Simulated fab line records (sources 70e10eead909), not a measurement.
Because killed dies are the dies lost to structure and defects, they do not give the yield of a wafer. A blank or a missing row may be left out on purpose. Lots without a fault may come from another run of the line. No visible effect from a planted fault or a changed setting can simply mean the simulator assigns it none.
Matching of chambers || flow nand_harc || 4 sister chambers for NHARC_A_SGD_CUT_ETCH_58 on rie_diel-05
The step etches the open film in CF4, target depth 39 nm, time 65 s. 16 wafers are shown with their chamber, then 8 later ones without.

EACH WAFER AND ITS CHAMBER
{"wafer": "L075.1", "chamber": 0, "showerhead_plenum_p_Torr (Torr)": 1.82, "drypump_motor_current_A (A)": 6.4, "rf_vpp_V (V)": 152.1}
{"wafer": "L075.2", "chamber": 1, "showerhead_plenum_p_Torr (Torr)": 1.82, "drypump_motor_current_A (A)": 5.6, "rf_vpp_V (V)": 151.3}
{"wafer": "L075.3", "chamber": 2, "showerhead_plenum_p_Torr (Torr)": 1.85, "drypump_motor_current_A (A)": 6.1, "rf_vpp_V (V)": 151.6}
{"wafer": "L079.2", "chamber": 2, "showerhead_plenum_p_Torr (Torr)": 1.85, "drypump_motor_current_A (A)": 6.1, "rf_vpp_V (V)": 151.3}
{"wafer": "L079.3", "chamber": 0, "showerhead_plenum_p_Torr (Torr)": 1.82, "drypump_motor_current_A (A)": 6.4, "rf_vpp_V (V)": 151.3}
{"wafer": "L079.6", "chamber": 0, "showerhead_plenum_p_Torr (Torr)": 1.82, "drypump_motor_current_A (A)": 6.4, "rf_vpp_V (V)": 151.6}
{"wafer": "L084.1", "chamber": 0, "showerhead_plenum_p_Torr (Torr)": 1.82, "drypump_motor_current_A (A)": 6.4, "rf_vpp_V (V)": 152.4}
{"wafer": "L084.5", "chamber": 0, "showerhead_plenum_p_Torr (Torr)": 1.82, "drypump_motor_current_A (A)": 6.4, "rf_vpp_V (V)": 150.9}
{"wafer": "L084.6", "chamber": 3, "showerhead_plenum_p_Torr (Torr)": 1.68, "drypump_motor_current_A (A)": 5.0, "rf_vpp_V (V)": 150.0}
{"wafer": "L088.1", "chamber": 1, "showerhead_plenum_p_Torr (Torr)": 1.82, "drypump_motor_current_A (A)": 5.6, "rf_vpp_V (V)": 152.3}
{"wafer": "L088.2", "chamber": 0, "showerhead_plenum_p_Torr (Torr)": 1.82, "drypump_motor_current_A (A)": 6.4, "rf_vpp_V (V)": 151.8}
{"wafer": "L088.4", "chamber": 2, "showerhead_plenum_p_Torr (Torr)": 1.85, "drypump_motor_current_A (A)": 6.1, "rf_vpp_V (V)": 151.8}
{"wafer": "L091.4", "chamber": 3, "showerhead_plenum_p_Torr (Torr)": 1.68, "drypump_motor_current_A (A)": 5.0, "rf_vpp_V (V)": 149.4}
{"wafer": "L091.5", "chamber": 1, "showerhead_plenum_p_Torr (Torr)": 1.82, "drypump_motor_current_A (A)": 5.6, "rf_vpp_V (V)": 152.6}
{"wafer": "L091.6", "chamber": 2, "showerhead_plenum_p_Torr (Torr)": 1.85, "drypump_motor_current_A (A)": 6.2, "rf_vpp_V (V)": 150.7}
{"wafer": "L092.1", "chamber": 0, "showerhead_plenum_p_Torr (Torr)": 1.81, "drypump_motor_current_A (A)": 6.4, "rf_vpp_V (V)": 153.3}

SIGNATURES (means of the wafers above)
{"reading": "showerhead_plenum_p_Torr", "chamber 0": 1.8186, "chamber 1": 1.8200, "chamber 2": 1.8500, "chamber 3": 1.6800, "scatter within a chamber": 0.00267}
{"reading": "drypump_motor_current_A", "chamber 0": 6.400, "chamber 1": 5.600, "chamber 2": 6.125, "chamber 3": 5.000, "scatter within a chamber": 0.025}
{"reading": "rf_vpp_V", "chamber 0": 151.914, "chamber 1": 152.067, "chamber 2": 151.350, "chamber 3": 149.700, "scatter within a chamber": 0.677}
Rule: for a wafer and a chamber, the distance is found by dividing, reading by reading, the gap between the wafer's reading and the chamber's mean by the reading's scatter, squaring, summing and taking the root. The wafer belongs to the nearest chamber; if the next one is less than 2 further off, it can't be placed. The scatter: the root of (the sum of the squares of (reading less its chamber's mean) over the shown wafers, divided by (wafers less chambers)).

WAFERS WITH NO CHAMBER GIVEN
{"wafer": "L092.3", "showerhead_plenum_p_Torr (Torr)": 1.82, "drypump_motor_current_A (A)": 5.6, "rf_vpp_V (V)": 152.1}
{"wafer": "L092.4", "showerhead_plenum_p_Torr (Torr)": 1.68, "drypump_motor_current_A (A)": 5.0, "rf_vpp_V (V)": 148.6}
{"wafer": "L094.1", "showerhead_plenum_p_Torr (Torr)": 1.82, "drypump_motor_current_A (A)": 5.6, "rf_vpp_V (V)": 153.4}
{"wafer": "L094.3", "showerhead_plenum_p_Torr (Torr)": 1.85, "drypump_motor_current_A (A)": 6.1, "rf_vpp_V (V)": 152.5}
{"wafer": "L094.6", "showerhead_plenum_p_Torr (Torr)": 1.85, "drypump_motor_current_A (A)": 6.1, "rf_vpp_V (V)": 150.6}
{"wafer": "L096.1", "showerhead_plenum_p_Torr (Torr)": 1.82, "drypump_motor_current_A (A)": 5.5, "rf_vpp_V (V)": 151.3}
{"wafer": "L096.2", "showerhead_plenum_p_Torr (Torr)": 1.68, "drypump_motor_current_A (A)": 5.0, "rf_vpp_V (V)": 150.1}
{"wafer": "L096.3", "showerhead_plenum_p_Torr (Torr)": 1.85, "drypump_motor_current_A (A)": 6.1, "rf_vpp_V (V)": 153.6}

WHICH CHAMBER EACH ONE RAN IN
{"wafer": "L092.3", "from the rows above": 1, "in truth": 1}
{"wafer": "L092.4", "from the rows above": 3, "in truth": 3}
{"wafer": "L094.1", "from the rows above": 1, "in truth": 1}
{"wafer": "L094.3", "from the rows above": 2, "in truth": 2}
{"wafer": "L094.6", "from the rows above": 2, "in truth": 2}
{"wafer": "L096.1", "from the rows above": 1, "in truth": 1}
{"wafer": "L096.2", "from the rows above": 3, "in truth": 3}
{"wafer": "L096.3", "from the rows above": 2, "in truth": 2}
Correctly placed: 8 of 8. Left unplaced by these rows: 0. Placed wrongly: 0.
